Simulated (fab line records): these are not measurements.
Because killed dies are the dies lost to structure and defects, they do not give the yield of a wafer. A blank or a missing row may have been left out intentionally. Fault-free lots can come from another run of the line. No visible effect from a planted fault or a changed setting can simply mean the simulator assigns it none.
Matching of chambers || flow nand harc || 4 sister chambers for NHARC_P_GATE_ETCH_32 on rie si-05
The step etches the open film in HBr/Cl2, target depth 150 nm, time 100.1 s. 8 wafers are shown with their chamber, then 8 later ones without.

## WAFERS WITH THEIR CHAMBER
{"wafer": "L080.3", "chamber": 3, "drypump motor current A (A)": 6.0, "oes product au (a.u.)": 1.003}
{"wafer": "L081.4", "chamber": 0, "drypump motor current A (A)": 5.2, "oes product au (a.u.)": 1.008}
{"wafer": "L083.4", "chamber": 1, "drypump motor current A (A)": 5.2, "oes product au (a.u.)": 0.986}
{"wafer": "L083.6", "chamber": 0, "drypump motor current A (A)": 5.2, "oes product au (a.u.)": 0.998}
{"wafer": "L086.1", "chamber": 2, "drypump motor current A (A)": 5.9, "oes product au (a.u.)": 1.030}
{"wafer": "L086.4", "chamber": 3, "drypump motor current A (A)": 5.9, "oes product au (a.u.)": 1.008}
{"wafer": "L086.5", "chamber": 2, "drypump motor current A (A)": 5.9, "oes product au (a.u.)": 1.010}
{"wafer": "L090.1", "chamber": 1, "drypump motor current A (A)": 5.2, "oes product au (a.u.)": 0.970}

## WAFERS WHOSE CHAMBER IS MISSING
{"wafer": "L090.2", "drypump motor current A (A)": 5.9, "oes product au (a.u.)": 1.017}
{"wafer": "L090.4", "drypump motor current A (A)": 6.0, "oes product au (a.u.)": 0.995}
{"wafer": "L093.3", "drypump motor current A (A)": 5.2, "oes product au (a.u.)": 0.999}
{"wafer": "L093.5", "drypump motor current A (A)": 5.2, "oes product au (a.u.)": 0.980}
{"wafer": "L093.6", "drypump motor current A (A)": 5.9, "oes product au (a.u.)": 1.014}
{"wafer": "L097.1", "drypump motor current A (A)": 6.0, "oes product au (a.u.)": 1.000}
{"wafer": "L097.2", "drypump motor current A (A)": 5.2, "oes product au (a.u.)": 0.979}
{"wafer": "L097.4", "drypump motor current A (A)": 5.9, "oes product au (a.u.)": 1.020}

## WHICH CHAMBER EACH WENT THROUGH
{"wafer": "L090.2", "from the rows above": "can't be placed: 2 or 3", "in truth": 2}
{"wafer": "L090.4", "from the rows above": 3, "in truth": 3}
{"wafer": "L093.3", "from the rows above": "can't be placed: 0 or 1", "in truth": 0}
{"wafer": "L093.5", "from the rows above": 1, "in truth": 1}
{"wafer": "L093.6", "from the rows above": "can't be placed: 2 or 3", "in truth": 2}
{"wafer": "L097.1", "from the rows above": "can't be placed: 3 or 2", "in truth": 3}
{"wafer": "L097.2", "from the rows above": 1, "in truth": 1}
{"wafer": "L097.4", "from the rows above": 2, "in truth": 2}
4 of 8 placed correctly. Can't be placed from these rows: 4 (the true chamber is among the candidates in 4). Placed wrongly: 0.
How it was worked out, from the rows above alone: a wafer's distance from a chamber is the root of the sum, over the readings, of the square of ((its reading less the chamber's mean) divided by the reading's scatter). If the next closest chamber is less than 2 further off than the closest, the wafer can't be placed; otherwise it belongs to the closest. For every chamber, the mean is computed from those of its wafers that are shown. The scatter is the square root of a quotient: the sum, over the shown wafers, of each reading's squared deviation from its chamber's mean, divided by wafers minus chambers.
